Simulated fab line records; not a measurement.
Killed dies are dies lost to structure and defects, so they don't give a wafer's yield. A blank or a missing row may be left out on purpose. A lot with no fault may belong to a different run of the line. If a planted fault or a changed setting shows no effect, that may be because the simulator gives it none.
Matching of chambers + flow n5Finfet + 4 sister chambers for N5_BEOL_M0_SAQP_ETCH_101 on rieDiel-05
The step etches SiNx in CH3F/O2, target depth 29.9 nm, time 42.7 s. 8 wafers are shown with their chamber, then 7 later ones without.

## WAFERS, EACH WITH ITS CHAMBER
| wafer  | chamber | drypumpMotorCurrentA (A) | showerheadPlenumPTorr (Torr) |
|--------|---------|--------------------------|------------------------------|
| L078.3 | 3       | 4.7                      | 1.99                         |
| L078.6 | 1       | 5.2                      | 2.00                         |
| L079.1 | 3       | 4.7                      | 1.99                         |
| L081.1 | 2       | 6.3                      | 2.03                         |
| L081.4 | 1       | 5.2                      | 2.00                         |
| L081.5 | 0       | 5.9                      | 1.94                         |
| L085.3 | 2       | 6.3                      | 2.02                         |
| L085.4 | 0       | 5.8                      | 1.94                         |

## WAFERS WITH NO CHAMBER GIVEN
| wafer  | drypumpMotorCurrentA (A) | showerheadPlenumPTorr (Torr) |
|--------|--------------------------|------------------------------|
| L085.5 | 6.3                      | 2.02                         |
| L090.1 | 4.7                      | 1.99                         |
| L090.5 | 6.3                      | 2.02                         |
| L090.6 | 5.2                      | 1.99                         |
| L091.1 | 5.2                      | 1.99                         |
| L091.2 | 5.8                      | 1.93                         |
| L091.4 | 6.3                      | 2.02                         |

## WHICH CHAMBER EACH ONE RAN IN
| wafer  | from the rows above | in truth |
|--------|---------------------|----------|
| L085.5 | 2                   | 2        |
| L090.1 | 3                   | 3        |
| L090.5 | 2                   | 2        |
| L090.6 | 1                   | 1        |
| L091.1 | 1                   | 1        |
| L091.2 | 0                   | 0        |
| L091.4 | 2                   | 2        |
7 of 7 placed correctly. Number that these rows cannot place: 0. Number placed wrongly: 0.
How it was worked out, from the rows above alone: a wafer's distance from a chamber is the root of the sum, over the readings, of the square of ((its reading less the chamber's mean) divided by the reading's scatter). If the next closest chamber is less than 2 further off than the closest, the wafer can't be placed; otherwise it belongs to the closest. A chamber's mean is the mean of its shown wafers. The scatter: the root of (the sum of the squares of (reading less its chamber's mean) over the shown wafers, divided by (wafers less chambers)).
